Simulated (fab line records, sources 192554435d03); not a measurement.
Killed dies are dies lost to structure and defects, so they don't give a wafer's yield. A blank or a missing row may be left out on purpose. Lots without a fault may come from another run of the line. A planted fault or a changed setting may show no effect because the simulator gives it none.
Which tool did it? | flow n5_finfet | 24 lots, 72 wafers sampled, at 6 steps of a route of 1938

WHAT THE GAUGES READ, wafer by wafer
The record holds no reading of a measuring or inspecting step that can be judged against a usual standard deviation.

WHICH TOOL RAN EACH LOT (tool, then ch and the chambers of the sampled wafers, then the start)
lot  | N5_BEOL_M9_ANNEAL_51             | N5_BEOL_M10_PECVD_70            | N5_BEOL_M10_ETCH_61                | N5_BEOL_M10_STRIP_67               | N5_BEOL_M10_SURFACE_TREAT_76 | N5_BEOL_M11_HM_DEP_02
L075 | rtp_anneal-02 ch 0, day 11 03:43 | pecvd-01 ch 0,1, day 11 05:13   | rie_diel-03 ch 0,2,3, day 11 07:44 | rie_diel-03 ch 0,2,3, day 11 07:55 | pvd_sputter-01, day 11 19:19 | pvd_sputter-02, day 11 21:34
L074 | rtp_anneal-01 ch 0, day 11 07:58 | pecvd-03 ch 0,1,2, day 11 09:21 | rie_diel-06 ch 0,1,2, day 11 11:50 | rie_diel-06 ch 0,1,2, day 11 12:01 | pvd_sputter-01, day 11 19:49 | pvd_sputter-02, day 11 21:47
L077 | rtp_anneal-01 ch 0, day 12 05:00 | pecvd-01 ch 0,1,2, day 12 06:19 | rie_diel-06 ch 0,1,3, day 12 06:59 | rie_diel-06 ch 0,1,3, day 12 07:10 | pvd_sputter-01, day 12 14:08 | pvd_sputter-02, day 12 18:23
L076 | rtp_anneal-01 ch 0, day 12 06:05 | pecvd-01 ch 0,1, day 12 07:28   | rie_diel-03 ch 0,1,2, day 12 10:14 | rie_diel-03 ch 0,1,2, day 12 10:26 | pvd_sputter-02, day 12 14:52 | pvd_sputter-02, day 12 19:13
L078 | rtp_anneal-01 ch 0, day 12 06:19 | pecvd-01 ch 1,2, day 12 07:46   | rie_diel-05 ch 0,2,3, day 12 10:27 | rie_diel-05 ch 0,2,3, day 12 10:39 | pvd_sputter-01, day 12 14:51 | pvd_sputter-02, day 12 19:25
L079 | rtp_anneal-01 ch 0, day 12 06:40 | pecvd-03 ch 0,2, day 12 08:01   | rie_diel-03 ch 2,3, day 12 10:29   | rie_diel-03 ch 2,3, day 12 10:41   | pvd_sputter-01, day 12 14:34 | pvd_sputter-02, day 12 19:01
L081 | rtp_anneal-01 ch 0, day 12 15:04 | pecvd-01 ch 0,2, day 12 16:30   | rie_diel-05 ch 2,3, day 12 19:14   | rie_diel-05 ch 2,3, day 12 19:25   | pvd_sputter-02, day 12 23:04 | pvd_sputter-01, day 13 03:10
L082 | rtp_anneal-02 ch 0, day 12 15:29 | pecvd-04 ch 0,1,2, day 12 16:59 | rie_diel-05 ch 0,1,2, day 12 19:53 | rie_diel-05 ch 0,1,2, day 12 20:05 | pvd_sputter-01, day 12 23:48 | pvd_sputter-01, day 13 03:50
L080 | rtp_anneal-01 ch 0, day 13 00:09 | pecvd-03 ch 1,2, day 13 01:33   | rie_diel-06 ch 1,3, day 13 04:04   | rie_diel-06 ch 1,3, day 13 04:16   | pvd_sputter-02, day 13 09:21 | pvd_sputter-01, day 13 13:05
L083 | rtp_anneal-02 ch 0, day 13 21:17 | pecvd-04 ch 0,2, day 13 22:50   | rie_diel-06 ch 0,1, day 14 00:57   | rie_diel-06 ch 0,1, day 14 01:15   | pvd_sputter-01, day 14 04:01 | pvd_sputter-02, day 14 07:16
L084 | rtp_anneal-02 ch 0, day 14 00:45 | pecvd-03 ch 0,1, day 14 02:10   | rie_diel-05 ch 1,2, day 14 04:11   | rie_diel-05 ch 1,2, day 14 04:23   | pvd_sputter-02, day 14 07:49 | pvd_sputter-02, day 14 11:06
L085 | rtp_anneal-02 ch 0, day 14 18:10 | pecvd-03 ch 0,2, day 14 19:35   | rie_diel-06 ch 0,3, day 14 21:55   | rie_diel-06 ch 0,3, day 14 22:06   | pvd_sputter-03, day 15 01:37 | pvd_sputter-02, day 15 04:37
L086 | rtp_anneal-02 ch 0, day 14 19:28 | pecvd-03 ch 0,2, day 14 20:50   | rie_diel-06 ch 0,2, day 14 22:11   | rie_diel-06 ch 0,2, day 14 22:23   | pvd_sputter-03, day 15 01:56 | pvd_sputter-02, day 15 07:39
L087 | rtp_anneal-02 ch 0, day 14 21:58 | pecvd-03 ch 0,1,2, day 14 23:21 | rie_diel-03 ch 1,2,3, day 15 01:51 | rie_diel-03 ch 1,2,3, day 15 02:02 | pvd_sputter-02, day 15 05:30 | pvd_sputter-02, day 15 10:38
L088 | rtp_anneal-02 ch 0, day 15 21:17 | pecvd-01 ch 1,2, day 15 22:42   | rie_diel-03 ch 0,1,3, day 15 23:40 | rie_diel-03 ch 0,1,3, day 15 23:51 | pvd_sputter-01, day 16 03:45 | pvd_sputter-01, day 16 08:58
L089 | rtp_anneal-02 ch 0, day 16 06:04 | pecvd-04 ch 0,2, day 16 07:32   | rie_diel-05 ch 2,3, day 16 09:20   | rie_diel-05 ch 2,3, day 16 09:32   | pvd_sputter-02, day 16 12:50 | pvd_sputter-03, day 16 18:18
L090 | rtp_anneal-01 ch 0, day 16 22:55 | pecvd-03 ch 0,1,2, day 17 00:31 | rie_diel-06 ch 0,1, day 17 04:16   | rie_diel-06 ch 0,1, day 17 04:28   | pvd_sputter-03, day 17 08:31 | pvd_sputter-03, day 17 14:13
L094 | rtp_anneal-02 ch 0, day 16 23:56 | pecvd-04 ch 0,1,2, day 17 01:25 | rie_diel-03 ch 1,2, day 17 04:17   | rie_diel-03 ch 1,2, day 17 04:29   | pvd_sputter-02, day 17 08:17 | pvd_sputter-02, day 17 11:59
L092 | rtp_anneal-02 ch 0, day 17 10:40 | pecvd-04 ch 0,2, day 17 12:42   | rie_diel-05 ch 2,3, day 17 14:59   | rie_diel-05 ch 2,3, day 17 15:11   | pvd_sputter-02, day 17 20:05 | pvd_sputter-01, day 18 02:01
L093 | rtp_anneal-01 ch 0, day 17 11:19 | pecvd-03 ch 0,2, day 17 13:11   | rie_diel-03 ch 1,2,3, day 17 15:05 | rie_diel-03 ch 1,2,3, day 17 15:17 | pvd_sputter-02, day 17 20:01 | pvd_sputter-03, day 18 00:12
L091 | rtp_anneal-02 ch 0, day 17 12:31 | pecvd-01 ch 0,1, day 17 13:55   | rie_diel-06 ch 0,1,2, day 17 15:10 | rie_diel-06 ch 0,1,2, day 17 15:22 | pvd_sputter-02, day 17 19:28 | pvd_sputter-03, day 17 21:44
L095 | rtp_anneal-01 ch 0, day 17 14:08 | pecvd-04 ch 0,1, day 17 15:34   | rie_diel-05 ch 0,3, day 17 18:32   | rie_diel-05 ch 0,3, day 17 18:49   | pvd_sputter-03, day 17 21:50 | pvd_sputter-02, day 18 02:31
L097 | rtp_anneal-02 ch 0, day 17 20:07 | pecvd-03 ch 0,2, day 17 21:34   | rie_diel-06 ch 0,3, day 17 22:23   | rie_diel-06 ch 0,3, day 17 22:34   | pvd_sputter-03, day 18 03:13 | pvd_sputter-02, day 18 06:26
L096 | rtp_anneal-02 ch 0, day 18 07:43 | pecvd-01 ch 0,1, day 18 09:14   | rie_diel-05 ch 0,3, day 18 10:17   | rie_diel-05 ch 0,3, day 18 10:29   | pvd_sputter-01, day 18 15:05 | pvd_sputter-02, day 18 18:15
- N5_BEOL_M9_ANNEAL_51: time 90 s.
- N5_BEOL_M10_PECVD_70: deposits SiO2 from TEOS/O2, target thk 20 nm, time 22.7 s.
- N5_BEOL_M10_ETCH_61: etches SiARC in CF4, target depth 39 nm, time 65 s.
- N5_BEOL_M10_STRIP_67: strips in CF4.
- N5_BEOL_M10_SURFACE_TREAT_76
- N5_BEOL_M11_HM_DEP_02: deposits TiN, target thk 20 nm.

WHAT THE TOOLS THEMSELVES READ (means of the sampled wafers that have a number; where no wafer has one, the mark that the record gives instead)
N5_BEOL_M9_ANNEAL_51.
lot  | tool          | wafer_temp_C_max
L075 | rtp_anneal-02 | 226.1
L074 | rtp_anneal-01 | 225.8
L077 | rtp_anneal-01 | 225.6
L076 | rtp_anneal-01 | 225.5
L078 | rtp_anneal-01 | 225.8
L079 | rtp_anneal-01 | 225.4
L081 | rtp_anneal-01 | 225.6
L082 | rtp_anneal-02 | 226.3
L080 | rtp_anneal-01 | 225.6
L083 | rtp_anneal-02 | 225.9
L084 | rtp_anneal-02 | 226.3
L085 | rtp_anneal-02 | 226.3
L086 | rtp_anneal-02 | 226.1
L087 | rtp_anneal-02 | 226.2
L088 | rtp_anneal-02 | 226.3
L089 | rtp_anneal-02 | 226.3
L090 | rtp_anneal-01 | 225.5
L094 | rtp_anneal-02 | 226.9
L092 | rtp_anneal-02 | 226.4
L093 | rtp_anneal-01 | 225.7
L091 | rtp_anneal-02 | 226.3
L095 | rtp_anneal-01 | 225.7
L097 | rtp_anneal-02 | 226.2
L096 | rtp_anneal-02 | 226.3

N5_BEOL_M10_PECVD_70.
lot  | tool     | heater_power_w (W) | showerhead_plenum_p_Torr (Torr) | throttle_valve_pct (%)
L075 | pecvd-01 | 617                | 8.73                            | 21.8
L074 | pecvd-03 | 830                | 8.79                            | 22.5
L077 | pecvd-01 | 710                | 8.77                            | 21.4
L076 | pecvd-01 | 683                | 8.76                            | 22.5
L078 | pecvd-01 | 775                | 8.80                            | 22.0
L079 | pecvd-03 | 708                | 8.78                            | 23.6
L081 | pecvd-01 | 654                | 8.73                            | 21.3
L082 | pecvd-04 | 675                | 8.85                            | 22.1
L080 | pecvd-03 | 785                | 8.77                            | 21.3
L083 | pecvd-04 | 696                | 8.81                            | 23.0
L084 | pecvd-03 | 829                | 8.77                            | 23.1
L085 | pecvd-03 | 816                | 8.78                            | 23.5
L086 | pecvd-03 | 746                | 8.79                            | 22.2
L087 | pecvd-03 | 785                | 8.79                            | 22.6
L088 | pecvd-01 | 766                | 8.82                            | 21.3
L089 | pecvd-04 | 668                | 8.82                            | 22.5
L090 | pecvd-03 | 796                | 8.78                            | 22.6
L094 | pecvd-04 | 711                | 8.85                            | 22.2
L092 | pecvd-04 | 713                | 8.82                            | 22.6
L093 | pecvd-03 | 818                | 8.79                            | 23.5
L091 | pecvd-01 | 652                | 8.73                            | 22.0
L095 | pecvd-04 | 723                | 8.87                            | 22.0
L097 | pecvd-03 | 755                | 8.77                            | 23.7
L096 | pecvd-01 | 649                | 8.75                            | 22.3

N5_BEOL_M10_ETCH_61.
lot  | tool        | chamber_pressure_mTorr (mTorr) | drypump_motor_current_A (A) | etch_rf_on_time_s (s) | oes_product_au (a.u.) | rf_vpp_V (V) | showerhead_plenum_p_Torr (Torr) | throttle_valve_pct (%)
L075 | rie_diel-03 | 40.02                          | 5.44                        | 66.2                  | 0.64                  | 183.4        | 2.09                            | 15.73
L074 | rie_diel-06 | 40.01                          | 5.55                        | 65.0                  | 0.63                  | 183.3        | 2.11                            | 15.54
L077 | rie_diel-06 | 40.01                          | 5.57                        | 65.5                  | 0.64                  | 183.6        | 2.11                            | 15.63
L076 | rie_diel-03 | 39.97                          | 5.50                        | 66.1                  | 0.64                  | 183.8        | 2.09                            | 15.56
L078 | rie_diel-05 | 40.01                          | 5.54                        | 66.2                  | 0.64                  | 184.3        | 2.17                            | 15.70
L079 | rie_diel-03 | 40.01                          | 5.40                        | 66.0                  | 0.67                  | 183.3        | 2.10                            | 15.79
L081 | rie_diel-05 | 39.98                          | 5.81                        | 66.9                  | 0.64                  | 184.0        | 2.14                            | 15.57
L082 | rie_diel-05 | 39.99                          | 5.52                        | 65.6                  | 0.65                  | 184.8        | 2.17                            | 15.70
L080 | rie_diel-06 | 40.00                          | 5.49                        | 64.3                  | 0.65                  | 183.9        | 2.15                            | 15.60
L083 | rie_diel-06 | 39.98                          | 5.65                        | 65.2                  | 0.61                  | 182.4        | 2.07                            | 15.70
L084 | rie_diel-05 | 40.00                          | 5.64                        | 64.3                  | 0.69                  | 184.6        | 2.16                            | 15.55
L085 | rie_diel-06 | 39.95                          | 5.39                        | 66.0                  | 0.62                  | 183.2        | 2.10                            | 15.82
L086 | rie_diel-06 | 40.05                          | 5.37                        | 65.4                  | 0.59                  | 183.5        | 2.08                            | 15.66
L087 | rie_diel-03 | 39.98                          | 5.44                        | 66.1                  | 0.66                  | 183.1        | 2.09                            | 15.64
L088 | rie_diel-03 | 40.03                          | 5.41                        | 66.4                  | 0.65                  | 184.2        | 2.14                            | 15.63
L089 | rie_diel-05 | 39.99                          | 5.70                        | 65.0                  | 0.75                  | 184.2        | 2.14                            | 15.43
L090 | rie_diel-06 | 40.03                          | 5.64                        | 64.8                  | 0.75                  | 185.0        | 2.23                            | 15.42
L094 | rie_diel-03 | 40.00                          | 5.56                        | 65.6                  | 0.63                  | 182.4        | 2.02                            | 15.64
L092 | rie_diel-05 | 39.99                          | 5.83                        | 65.2                  | 0.76                  | 183.9        | 2.13                            | 15.31
L093 | rie_diel-03 | 40.00                          | 5.45                        | 65.7                  | 0.64                  | 183.5        | 2.09                            | 15.68
L091 | rie_diel-06 | 40.01                          | 5.56                        | 65.3                  | 0.76                  | 183.5        | 2.17                            | 15.30
L095 | rie_diel-05 | 39.98                          | 5.28                        | 66.2                  | 0.62                  | 184.5        | 2.19                            | 15.93
L097 | rie_diel-06 | 39.99                          | 5.38                        | 64.9                  | 0.68                  | 184.2        | 2.17                            | 15.71
L096 | rie_diel-05 | 39.96                          | 5.27                        | 64.8                  | 0.62                  | 185.2        | 2.18                            | 15.93

N5_BEOL_M10_STRIP_67.
lot  | tool        | bias_power_w (W) | chamber_pressure_mTorr (mTorr) | drypump_motor_current_A (A) | oes_product_au (a.u.) | rf_vpp_V (V) | showerhead_plenum_p_Torr (Torr) | throttle_valve_pct (%)
L075 | rie_diel-03 | 74.80            | 50.02                          | 5.44                        | 0.76                  | 270.4        | 1.76                            | 13.72
L074 | rie_diel-06 | 74.95            | 50.03                          | 5.54                        | 0.73                  | 270.2        | 1.77                            | 13.52
L077 | rie_diel-06 | 74.87            | 49.97                          | 5.56                        | 0.75                  | 270.4        | 1.77                            | 13.60
L076 | rie_diel-03 | 75.29            | 50.01                          | 5.49                        | 0.76                  | 270.3        | 1.75                            | 13.53
L078 | rie_diel-05 | 74.92            | 50.04                          | 5.54                        | 0.77                  | 271.3        | 1.82                            | 13.70
L079 | rie_diel-03 | 75.01            | 50.00                          | 5.38                        | 0.79                  | 270.0        | 1.77                            | 13.77
L081 | rie_diel-05 | 75.06            | 50.03                          | 5.78                        | 0.75                  | 270.6        | 1.79                            | 13.56
L082 | rie_diel-05 | 74.95            | 49.98                          | 5.52                        | 0.77                  | 272.4        | 1.82                            | 13.67
L080 | rie_diel-06 | 74.99            | 50.03                          | 5.48                        | 0.76                  | 271.5        | 1.80                            | 13.59
L083 | rie_diel-06 | 75.23            | 49.98                          | 5.66                        | 0.72                  | 270.2        | 1.73                            | 13.68
L084 | rie_diel-05 | 75.11            | 49.98                          | 5.67                        | 0.80                  | 271.1        | 1.81                            | 13.52
L085 | rie_diel-06 | 75.04            | 49.97                          | 5.38                        | 0.74                  | 270.1        | 1.75                            | 13.81
L086 | rie_diel-06 | 74.63            | 50.01                          | 5.35                        | 0.69                  | 270.7        | 1.75                            | 13.67
L087 | rie_diel-03 | 75.17            | 50.01                          | 5.44                        | 0.77                  | 270.7        | 1.75                            | 13.63
L088 | rie_diel-03 | 75.14            | 50.03                          | 5.37                        | 0.77                  | 270.5        | 1.80                            | 13.62
L089 | rie_diel-05 | 75.03            | 49.97                          | 5.70                        | 0.87                  | 270.7        | 1.80                            | 13.39
L090 | rie_diel-06 | 74.85            | 50.00                          | 5.65                        | 0.88                  | 273.2        | 1.87                            | 13.35
L094 | rie_diel-03 | 75.21            | 50.00                          | 5.55                        | 0.74                  | 269.2        | 1.70                            | 13.65
L092 | rie_diel-05 | 75.06            | 49.99                          | 5.80                        | 0.88                  | 270.8        | 1.78                            | 13.26
L093 | rie_diel-03 | 74.91            | 50.01                          | 5.45                        | 0.76                  | 270.6        | 1.75                            | 13.67
L091 | rie_diel-06 | 74.81            | 49.98                          | 5.55                        | 0.89                  | 271.8        | 1.82                            | 13.26
L095 | rie_diel-05 | 75.00            | 49.97                          | 5.26                        | 0.73                  | 271.8        | 1.84                            | 13.92
L097 | rie_diel-06 | 74.99            | 50.00                          | 5.39                        | 0.80                  | 272.1        | 1.82                            | 13.67
L096 | rie_diel-05 | 74.99            | 50.02                          | 5.27                        | 0.73                  | 271.6        | 1.83                            | 13.92

N5_BEOL_M11_HM_DEP_02.
lot  | tool           | throttle_valve_pct (%)
L075 | pvd_sputter-02 | 29.3
L074 | pvd_sputter-02 | 30.4
L077 | pvd_sputter-02 | 30.3
L076 | pvd_sputter-02 | 29.3
L078 | pvd_sputter-02 | 29.3
L079 | pvd_sputter-02 | 29.3
L081 | pvd_sputter-01 | 30.5
L082 | pvd_sputter-01 | 31.8
L080 | pvd_sputter-01 | 31.7
L083 | pvd_sputter-02 | 30.3
L084 | pvd_sputter-02 | 30.2
L085 | pvd_sputter-02 | 29.4
L086 | pvd_sputter-02 | 30.3
L087 | pvd_sputter-02 | 30.2
L088 | pvd_sputter-01 | 29.1
L089 | pvd_sputter-03 | 30.8
L090 | pvd_sputter-03 | 29.8
L094 | pvd_sputter-02 | 31.1
L092 | pvd_sputter-01 | 30.2
L093 | pvd_sputter-03 | 31.4
L091 | pvd_sputter-03 | 31.1
L095 | pvd_sputter-02 | 30.5
L097 | pvd_sputter-02 | 29.4
L096 | pvd_sputter-02 | 29.2

THE ANSWER, worked out from the rows above alone
Rule: what is usual is taken from the lots themselves. Put in order of their means at a reading, lots are off if they are a third of the lots or fewer, leave a main group of 4 or more, and stand apart from it by a gap of 3 or more times the standard deviation of the main group's means; of several such gaps the widest counts. A main group whose means are all the same, to the digits that the tables above print for the reading, isn't used. A lot without any number at a reading at which 4 lots or more have one is off too. The other lots that the step has rows for count as sound. The gauges are gone through in route order, then the tools' own readings, and for those a lot's mean is taken as printed above. The first step at which some lot is off is used, and at that step the reading that is off furthest; a lot without a number counts as furthest.
No lot is off at any reading shown: from this, nothing can be told.

WHAT THE SIMULATOR HAD PUT IN
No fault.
